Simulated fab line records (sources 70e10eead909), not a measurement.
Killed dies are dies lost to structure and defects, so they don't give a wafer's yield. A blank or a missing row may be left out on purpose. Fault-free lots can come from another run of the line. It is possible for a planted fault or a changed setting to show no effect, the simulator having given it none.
What tool caused it?	flow nand harc	7 lots with 21 wafers sampled at 5 steps, on a route of 1302 steps

WHAT THE GAUGES SHOWED, per wafer
NHARC_A_ONON_D2_THK_MEAS_18: measures by ellipsometry.
lot	measured	on	thk nm (nm)
L667	day 13 14:16	film metro-02	986 988 985
L670	day 15 04:46	film metro-01	1006 1007 1006
L673	day 16 15:45	film metro-01	523 523 522 523 523 522
L680	day 19 13:31	film metro-02	994 996 997
L683	day 20 11:45	film metro-02	1003 1007 1004
L685	day 21 14:49	film metro-01	989 988 988
L687	day 22 14:46	film metro-01	990 990 989

EACH LOT AND THE TOOL THAT RAN IT (in order: tool; ch and the chambers of the sampled wafers; start)
lot	NHARC_A_CHANNEL_FILL_D1_STRIP_29	NHARC_A_CHANNEL_FILL_D1_CMP_10	NHARC_A_DECK1_JOINT_ETCHBACK_00	NHARC_A_ONON_D2_DEP_16
L667	rie diel-07 ch 0,3, day 11 15:57 or earlier	cmp-01 ch 0,2, day 11 15:57	rie si-02 ch 1,2, day 12 02:55	pecvd onon-01 ch 0, day 13 13:52
L670	rie diel-07 ch 1,2, day 13 08:10 or earlier	cmp-01 ch 0,3, day 13 08:10	rie si-02 ch 2,3, day 13 19:14	pecvd onon-01 ch 0, day 15 04:16
L673	rie diel-07 ch 1,2,3, day 14 18:46 or earlier	cmp-01 ch 0,2,3, day 14 18:46	rie si-06 ch 0,1,2, day 15 06:20	pecvd onon-01 ch 0, day 16 15:14
L680	rie diel-03 ch 0,1,2, day 17 10:45 or earlier	cmp-04 ch 0,2,3, day 17 10:45	rie si-04 ch 1,2,3, day 17 21:52	pecvd onon-01 ch 0, day 19 13:00
L683	rie diel-03 ch 0,2,3, day 18 13:25 or earlier	cmp-03 ch 0,2,3, day 18 13:25	rie si-02 ch 0,2,3, day 19 00:37	pecvd onon-01 ch 0, day 20 11:14
L685	rie diel-10 ch 0,1,2, day 19 16:40 or earlier	cmp-04 ch 0,1, day 19 16:40	rie si-04 ch 1,2, day 20 04:31	pecvd onon-01 ch 0, day 21 14:25
L687	rie diel-03 ch 0,3, day 20 03:48 or earlier	cmp-01 ch 0,1,2, day 20 03:48	rie si-04 ch 0,1,3, day 20 14:56	pecvd onon-01 ch 0, day 22 14:22
- NHARC_A_CHANNEL_FILL_D1_STRIP_29: strips in O2, time 20 s.
- NHARC_A_CHANNEL_FILL_D1_CMP_10: polishes, target thk 150 nm.
- NHARC_A_DECK1_JOINT_ETCHBACK_00: etches the open film in HBr, target depth 30 nm, time 17.4 s.
- NHARC_A_ONON_D2_DEP_16: target thk 1000 nm.

THE ANSWER, worked out from the rows above alone
Rule: the lots themselves supply what counts as usual. The widest of any qualifying gaps counts: lots, ordered by their means at a reading, are off when they make up no more than a third of the lots, leave a main group of 4 or more, and stand apart from it by 3 or more times the standard deviation of that group's means. Not used: any main group whose means are identical at the precision the tables above print for the reading. A lot without any number at a reading at which 4 lots or more have one is off too. All remaining lots with rows at the step are treated as sound.
Off, at NHARC_A_ONON_D2_THK_MEAS_18 on thk nm: L673. Main group: mean 995 nm, sd 7.9.
If a tool, at a process step before that reading, ran all the lots that are off and no sound lot after the first of them, it fits. Those tools and the gauges at NHARC_A_ONON_D2_THK_MEAS_18 are tried in the same way. NHARC_A_CHANNEL_FILL_D1_STRIP_29: start missing for some lots; hours and lot order therefore follow NHARC_A_CHANNEL_FILL_D1_CMP_10. Undecided on this evidence; 2 tools fit (rie diel-07 at NHARC_A_CHANNEL_FILL_D1_STRIP_29, rie si-06 at NHARC_A_DECK1_JOINT_ETCHBACK_00).

WHAT THE SIMULATOR HAD PUT IN
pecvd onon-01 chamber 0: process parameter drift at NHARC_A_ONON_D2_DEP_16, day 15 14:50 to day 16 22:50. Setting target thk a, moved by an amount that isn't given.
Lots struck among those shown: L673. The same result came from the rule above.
